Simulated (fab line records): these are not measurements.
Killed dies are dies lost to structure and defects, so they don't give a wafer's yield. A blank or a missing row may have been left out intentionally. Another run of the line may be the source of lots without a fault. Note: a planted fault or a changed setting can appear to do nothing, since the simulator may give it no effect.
Which of the tools did it? / flow nand harc / 11 lots with 33 wafers sampled at 5 steps, on a route of 1302 steps

## WHAT THE GAUGES READ, wafer by wafer
NHARC_END_SORT_01. Usual: killed at array 61, standard deviation 23; killed at other 1.3, standard deviation 1.4; killed at periphery 4.0, standard deviation 2.6; killed dies 66, standard deviation 22; killed open 3.4, standard deviation 1.8; killed short 2.3, standard deviation 1.4.
lot=L325; measured=day 32 21:49; on=prober-02; killed at array=671 663 669; killed at other=1 2 1; killed at periphery=5 12 7; killed dies=677 677 677; killed open=5 3 1; killed short=4 0 1; flag=OFF
lot=L328; measured=day 33 03:31; on=prober-01; killed at array=673 672 672; killed at other=0 1 1; killed at periphery=4 4 4; killed dies=677 677 677; killed open=2 6 4; killed short=2 0 3; flag=OFF

## WHAT TOOL EACH LOT RAN ON (gives the tool, then ch and the chambers of the sampled wafers, and finally the start)
lot=L309; NHARC_A_CONTACT_ETCH_76=rie diel-01 ch 0,3, day 22 18:39 or earlier; NHARC_A_CONTACT_ETCH_127=har cap etch-03 ch 1, day 22 18:39; NHARC_A_CONTACT_ETCH_133=har cap etch-03 ch 1, day 22 19:44; NHARC_A_CONTACT_ETCH_91=rie diel-01 ch 0,2,3, day 22 20:29
lot=L312; NHARC_A_CONTACT_ETCH_76=rie diel-11 ch 0,1,2, day 24 06:50 or earlier; NHARC_A_CONTACT_ETCH_127=har cap etch-02 ch 0,1, day 24 06:50; NHARC_A_CONTACT_ETCH_133=har cap etch-02 ch 0,1, day 24 07:53; NHARC_A_CONTACT_ETCH_91=rie diel-11 ch 0,2,3, day 24 08:40
lot=L314; NHARC_A_CONTACT_ETCH_76=rie diel-11 ch 0,2, day 24 16:48 or earlier; NHARC_A_CONTACT_ETCH_127=har cap etch-02 ch 0,1, day 24 16:48; NHARC_A_CONTACT_ETCH_133=har cap etch-02 ch 0,1, day 24 17:53; NHARC_A_CONTACT_ETCH_91=rie diel-11 ch 0,1,3, day 24 18:37
lot=L315; NHARC_A_CONTACT_ETCH_76=rie diel-11 ch 1,2,3, day 25 12:31 or earlier; NHARC_A_CONTACT_ETCH_127=har cap etch-03 ch 0,1, day 25 12:31; NHARC_A_CONTACT_ETCH_133=har cap etch-03 ch 0,1, day 25 13:35; NHARC_A_CONTACT_ETCH_91=rie diel-11 ch 0,1,2, day 25 14:23
lot=L318; NHARC_A_CONTACT_ETCH_76=rie diel-11 ch 2,3, day 26 06:02 or earlier; NHARC_A_CONTACT_ETCH_127=har cap etch-03 ch 0,1, day 26 06:02; NHARC_A_CONTACT_ETCH_133=har cap etch-03 ch 0,1, day 26 07:05; NHARC_A_CONTACT_ETCH_91=rie diel-11 ch 0,2,3, day 26 07:54
lot=L317; NHARC_A_CONTACT_ETCH_76=rie diel-04 ch 2,3, day 26 11:53 or earlier; NHARC_A_CONTACT_ETCH_127=har cap etch-02 ch 0,1, day 26 11:53; NHARC_A_CONTACT_ETCH_133=har cap etch-02 ch 0,1, day 26 12:59; NHARC_A_CONTACT_ETCH_91=rie diel-04 ch 1,2,3, day 26 13:42
lot=L319; NHARC_A_CONTACT_ETCH_76=rie diel-04 ch 0,3, day 26 22:56 or earlier; NHARC_A_CONTACT_ETCH_127=har cap etch-01 ch 0,1, day 26 22:56; NHARC_A_CONTACT_ETCH_133=har cap etch-01 ch 0,1, day 26 23:59; NHARC_A_CONTACT_ETCH_91=rie diel-11 ch 0,1,3, day 27 00:49
lot=L320; NHARC_A_CONTACT_ETCH_76=rie diel-04 ch 1,2,3, day 27 13:38 or earlier; NHARC_A_CONTACT_ETCH_127=har cap etch-01 ch 0,1, day 27 13:38; NHARC_A_CONTACT_ETCH_133=har cap etch-01 ch 0,1, day 27 14:41; NHARC_A_CONTACT_ETCH_91=rie diel-11 ch 0,2,3, day 27 15:28
lot=L322; NHARC_A_CONTACT_ETCH_76=rie diel-11 ch 0,1,2, day 28 07:17 or earlier; NHARC_A_CONTACT_ETCH_127=har cap etch-01 ch 0,1, day 28 07:17; NHARC_A_CONTACT_ETCH_133=har cap etch-01 ch 0,1, day 28 08:20; NHARC_A_CONTACT_ETCH_91=rie diel-11 ch 0,3, day 28 09:09
lot=L325; NHARC_A_CONTACT_ETCH_76=rie diel-04 ch 0,2,3, day 30 04:22 or earlier; NHARC_A_CONTACT_ETCH_127=har cap etch-01 ch 0,1, day 30 04:22; NHARC_A_CONTACT_ETCH_133=har cap etch-01 ch 0,1, day 30 05:25; NHARC_A_CONTACT_ETCH_91=rie diel-01 ch 0,2,3, day 30 06:13
lot=L328; NHARC_A_CONTACT_ETCH_76=rie diel-11 ch 1,3, day 30 17:20 or earlier; NHARC_A_CONTACT_ETCH_127=har cap etch-03 ch 0,1, day 30 17:20; NHARC_A_CONTACT_ETCH_133=har cap etch-03 ch 0,1, day 30 18:23; NHARC_A_CONTACT_ETCH_91=rie diel-01 ch 1,2,3, day 30 19:10
- NHARC_A_CONTACT_ETCH_76: etches the open film in N2/H2, target depth 260 nm, time 475.3 s.
- NHARC_A_CONTACT_ETCH_127: etches the open film in C4F8/O2/Ar, time 197 s, target depth 1918 nm.
- NHARC_A_CONTACT_ETCH_133: etches the open film in C4F8/O2/Ar, time 374 s, target depth 1610 nm.
- NHARC_A_CONTACT_ETCH_91: etches the open film in CH3F/O2, target depth 40 nm, time 85.7 s.

## AS READ BY THE TOOLS THEMSELVES (means over the sampled wafers that have a number; for cases with no such wafer, the mark the record gives instead)
NHARC_A_CONTACT_ETCH_76. Usual: bias w 150.0 W, standard deviation 0.46; chamber pressure mTorr 30.005 mTorr, standard deviation 0.03; drypump motor current A 5.7 A, standard deviation 0.49; mfc ar sccm 0.002 sccm, standard deviation 0.0064; oes product au 1.001 a.u., standard deviation 0.0078; rf vpp V 432 V, standard deviation 3.5; showerhead plenum p Torr 2.10 Torr, standard deviation 0.13; throttle valve pct 14.171 %, standard deviation 0.0086.
lot=L309; tool=rie diel-01; bias w (W)=149.7; chamber pressure mTorr (mTorr)=30.017; drypump motor current A (A)=5.8; mfc ar sccm (sccm)=0.019; oes product au (a.u.)=1.002; rf vpp V (V)=431; showerhead plenum p Torr (Torr)=2.04; throttle valve pct (%)=14.162; flag=
lot=L312; tool=rie diel-11; bias w (W)=149.7; chamber pressure mTorr (mTorr)=30.033; drypump motor current A (A)=5.6; mfc ar sccm (sccm)=0.000; oes product au (a.u.)=1.009; rf vpp V (V)=432; showerhead plenum p Torr (Torr)=2.11; throttle valve pct (%)=14.179; flag=
lot=L314; tool=rie diel-11; bias w (W)=150.1; chamber pressure mTorr (mTorr)=29.970; drypump motor current A (A)=6.0; mfc ar sccm (sccm)=0.000; oes product au (a.u.)=1.010; rf vpp V (V)=429; showerhead plenum p Torr (Torr)=2.02; throttle valve pct (%)=14.167; flag=
lot=L315; tool=rie diel-11; bias w (W)=149.5; chamber pressure mTorr (mTorr)=30.014; drypump motor current A (A)=5.4; mfc ar sccm (sccm)=0.001; oes product au (a.u.)=1.005; rf vpp V (V)=435; showerhead plenum p Torr (Torr)=2.21; throttle valve pct (%)=14.166; flag=
lot=L318; tool=rie diel-11; bias w (W)=149.8; chamber pressure mTorr (mTorr)=30.017; drypump motor current A (A)=5.4; mfc ar sccm (sccm)=0.001; oes product au (a.u.)=1.001; rf vpp V (V)=434; showerhead plenum p Torr (Torr)=2.21; throttle valve pct (%)=14.176; flag=
lot=L317; tool=rie diel-04; bias w (W)=149.8; chamber pressure mTorr (mTorr)=29.998; drypump motor current A (A)=5.4; mfc ar sccm (sccm)=0.000; oes product au (a.u.)=1.001; rf vpp V (V)=429; showerhead plenum p Torr (Torr)=1.94; throttle valve pct (%)=14.169; flag=
lot=L319; tool=rie diel-04; bias w (W)=150.1; chamber pressure mTorr (mTorr)=30.019; drypump motor current A (A)=5.5; mfc ar sccm (sccm)=0.000; oes product au (a.u.)=0.995; rf vpp V (V)=431; showerhead plenum p Torr (Torr)=2.03; throttle valve pct (%)=14.173; flag=
lot=L320; tool=rie diel-04; bias w (W)=150.0; chamber pressure mTorr (mTorr)=29.960; drypump motor current A (A)=5.3; mfc ar sccm (sccm)=0.000; oes product au (a.u.)=0.999; rf vpp V (V)=430; showerhead plenum p Torr (Torr)=2.02; throttle valve pct (%)=14.182; flag=
lot=L322; tool=rie diel-11; bias w (W)=150.1; chamber pressure mTorr (mTorr)=29.959; drypump motor current A (A)=5.7; mfc ar sccm (sccm)=0.000; oes product au (a.u.)=1.000; rf vpp V (V)=433; showerhead plenum p Torr (Torr)=2.11; throttle valve pct (%)=14.170; flag=
lot=L325; tool=rie diel-04; bias w (W)=149.8; chamber pressure mTorr (mTorr)=29.990; drypump motor current A (A)=5.5; mfc ar sccm (sccm)=0.000; oes product au (a.u.)=0.997; rf vpp V (V)=428; showerhead plenum p Torr (Torr)=1.99; throttle valve pct (%)=14.171; flag=
lot=L328; tool=rie diel-11; bias w (W)=150.0; chamber pressure mTorr (mTorr)=29.998; drypump motor current A (A)=5.5; mfc ar sccm (sccm)=0.001; oes product au (a.u.)=1.005; rf vpp V (V)=434; showerhead plenum p Torr (Torr)=2.20; throttle valve pct (%)=14.166; flag=

NHARC_A_CONTACT_ETCH_127. Usual: chamber pressure mTorr 19.998 mTorr, standard deviation 0.019; oes air line au 0.996 a.u., standard deviation 0.021.
lot=L309; tool=har cap etch-03; chamber pressure mTorr (mTorr)=20.015; oes air line au (a.u.)=0.985; flag=
lot=L312; tool=har cap etch-02; chamber pressure mTorr (mTorr)=19.980; oes air line au (a.u.)=1.007; flag=
lot=L314; tool=har cap etch-02; chamber pressure mTorr (mTorr)=20.006; oes air line au (a.u.)=0.994; flag=
lot=L315; tool=har cap etch-03; chamber pressure mTorr (mTorr)=20.009; oes air line au (a.u.)=1.005; flag=
lot=L318; tool=har cap etch-03; chamber pressure mTorr (mTorr)=20.012; oes air line au (a.u.)=1.010; flag=
lot=L317; tool=har cap etch-02; chamber pressure mTorr (mTorr)=20.009; oes air line au (a.u.)=0.996; flag=
lot=L319; tool=har cap etch-01; chamber pressure mTorr (mTorr)=20.006; oes air line au (a.u.)=0.997; flag=
lot=L320; tool=har cap etch-01; chamber pressure mTorr (mTorr)=20.005; oes air line au (a.u.)=0.998; flag=
lot=L322; tool=har cap etch-01; chamber pressure mTorr (mTorr)=20.009; oes air line au (a.u.)=0.999; flag=
lot=L325; tool=har cap etch-01; chamber pressure mTorr (mTorr)=20.014; oes air line au (a.u.)=0.972; flag=
lot=L328; tool=har cap etch-03; chamber pressure mTorr (mTorr)=19.989; oes air line au (a.u.)=0.979; flag=

NHARC_A_CONTACT_ETCH_133. Usual: chamber pressure mTorr 20.001 mTorr, standard deviation 0.017; oes air line au 1.000 a.u., standard deviation 0.021.
lot=L309; tool=har cap etch-03; chamber pressure mTorr (mTorr)=20.003; oes air line au (a.u.)=0.981; flag=
lot=L312; tool=har cap etch-02; chamber pressure mTorr (mTorr)=20.000; oes air line au (a.u.)=1.001; flag=
lot=L314; tool=har cap etch-02; chamber pressure mTorr (mTorr)=19.998; oes air line au (a.u.)=1.039; flag=
lot=L315; tool=har cap etch-03; chamber pressure mTorr (mTorr)=20.006; oes air line au (a.u.)=0.987; flag=
lot=L318; tool=har cap etch-03; chamber pressure mTorr (mTorr)=20.003; oes air line au (a.u.)=0.994; flag=
lot=L317; tool=har cap etch-02; chamber pressure mTorr (mTorr)=20.009; oes air line au (a.u.)=0.985; flag=
lot=L319; tool=har cap etch-01; chamber pressure mTorr (mTorr)=19.998; oes air line au (a.u.)=0.998; flag=
lot=L320; tool=har cap etch-01; chamber pressure mTorr (mTorr)=19.996; oes air line au (a.u.)=0.999; flag=
lot=L322; tool=har cap etch-01; chamber pressure mTorr (mTorr)=20.005; oes air line au (a.u.)=1.004; flag=
lot=L325; tool=har cap etch-01; chamber pressure mTorr (mTorr)=19.984; oes air line au (a.u.)=0.996; flag=
lot=L328; tool=har cap etch-03; chamber pressure mTorr (mTorr)=19.985; oes air line au (a.u.)=1.014; flag=

NHARC_A_CONTACT_ETCH_91. Usual: bias w 100.0 W, standard deviation 0.31; ch3f flow sccm 49.99 sccm, standard deviation 0.16; drypump motor current A 5.6 A, standard deviation 0.46; mfc ar sccm 200.0 sccm, standard deviation 0.6; oes product au 0.94 a.u., standard deviation 0.031; rf vpp V 245.3 V, standard deviation 2.1; showerhead plenum p Torr 2.53 Torr, standard deviation 0.15; throttle valve pct 20.662 %, standard deviation 0.0093.
lot=L309; tool=rie diel-01; bias w (W)=100.2; ch3f flow sccm (sccm)=49.84; drypump motor current A (A)=6.0; mfc ar sccm (sccm)=200.4; oes product au (a.u.)=0.93; rf vpp V (V)=245.0; showerhead plenum p Torr (Torr)=2.51; throttle valve pct (%)=20.664; flag=
lot=L312; tool=rie diel-11; bias w (W)=99.9; ch3f flow sccm (sccm)=50.02; drypump motor current A (A)=5.7; mfc ar sccm (sccm)=199.8; oes product au (a.u.)=0.94; rf vpp V (V)=245.2; showerhead plenum p Torr (Torr)=2.54; throttle valve pct (%)=20.661; flag=
lot=L314; tool=rie diel-11; bias w (W)=100.2; ch3f flow sccm (sccm)=49.98; drypump motor current A (A)=5.8; mfc ar sccm (sccm)=199.9; oes product au (a.u.)=0.93; rf vpp V (V)=245.4; showerhead plenum p Torr (Torr)=2.54; throttle valve pct (%)=20.655; flag=
lot=L315; tool=rie diel-11; bias w (W)=99.9; ch3f flow sccm (sccm)=50.02; drypump motor current A (A)=5.6; mfc ar sccm (sccm)=200.4; oes product au (a.u.)=0.93; rf vpp V (V)=245.9; showerhead plenum p Torr (Torr)=2.54; throttle valve pct (%)=20.651; flag=
lot=L318; tool=rie diel-11; bias w (W)=100.2; ch3f flow sccm (sccm)=49.90; drypump motor current A (A)=5.7; mfc ar sccm (sccm)=200.3; oes product au (a.u.)=0.94; rf vpp V (V)=245.7; showerhead plenum p Torr (Torr)=2.54; throttle valve pct (%)=20.655; flag=
lot=L317; tool=rie diel-04; bias w (W)=100.0; ch3f flow sccm (sccm)=50.08; drypump motor current A (A)=5.3; mfc ar sccm (sccm)=199.6; oes product au (a.u.)=0.92; rf vpp V (V)=243.2; showerhead plenum p Torr (Torr)=2.44; throttle valve pct (%)=20.663; flag=
lot=L319; tool=rie diel-11; bias w (W)=100.0; ch3f flow sccm (sccm)=49.98; drypump motor current A (A)=5.8; mfc ar sccm (sccm)=200.4; oes product au (a.u.)=1.01; rf vpp V (V)=244.5; showerhead plenum p Torr (Torr)=2.54; throttle valve pct (%)=20.653; flag=
lot=L320; tool=rie diel-11; bias w (W)=100.0; ch3f flow sccm (sccm)=50.12; drypump motor current A (A)=5.7; mfc ar sccm (sccm)=200.6; oes product au (a.u.)=0.92; rf vpp V (V)=245.2; showerhead plenum p Torr (Torr)=2.54; throttle valve pct (%)=20.662; flag=
lot=L322; tool=rie diel-11; bias w (W)=100.0; ch3f flow sccm (sccm)=49.89; drypump motor current A (A)=5.8; mfc ar sccm (sccm)=200.0; oes product au (a.u.)=0.92; rf vpp V (V)=245.4; showerhead plenum p Torr (Torr)=2.54; throttle valve pct (%)=20.659; flag=
lot=L325; tool=rie diel-01; bias w (W)=-; ch3f flow sccm (sccm)=-; drypump motor current A (A)=-; mfc ar sccm (sccm)=-; oes product au (a.u.)=-; rf vpp V (V)=-; showerhead plenum p Torr (Torr)=-; throttle valve pct (%)=-; flag=OFF
lot=L328; tool=rie diel-01; bias w (W)=-; ch3f flow sccm (sccm)=-; drypump motor current A (A)=-; mfc ar sccm (sccm)=-; oes product au (a.u.)=-; rf vpp V (V)=-; showerhead plenum p Torr (Torr)=-; throttle valve pct (%)=-; flag=OFF

## THE ANSWER, worked out from the rows above alone
Rule: take the mean of a lot's wafers that have a number; if it is more than 3 standard deviations from the usual mean, the lot is off. Also off: a lot with no number at a reading for which 4 or more lots have one. Any other lot the step has rows for is counted as sound. First the gauges in route order, then the tools' own readings, where a lot's mean is used as printed above. At the first step where some lot is off, the reading lying furthest off is the one used; lots without a number count as furthest.
Off, at NHARC_END_SORT_01 on killed dies: L325, L328. Neither off nor sound, because the step has no rows for them: L309, L312, L314, L315, L318, L317, L319, L320, L322.
If a tool, at a process step before that reading, ran all the lots that are off and no sound lot after the first of them, it fits. The gauges at NHARC_END_SORT_01 aren't tried: what is off there is off at NHARC_A_CONTACT_ETCH_91 too, on other tools, and a gauge's error can't cause that. NHARC_A_CONTACT_ETCH_76 gives no start for some lots, so the hours and the order of its lots are those of NHARC_A_CONTACT_ETCH_127. One fits: rie diel-01 at NHARC_A_CONTACT_ETCH_91. It ran no sound lot before its first lot that is off in this sample, so the start can't be narrowed down.

## WHAT THE SIMULATOR HAD INSERTED
Beginning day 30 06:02, the whole step at NHARC_A_CONTACT_ETCH_91 was skipped on rie diel-01. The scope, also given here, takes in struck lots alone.
Shown lots that were struck: L325, L328. The rule above found the same.
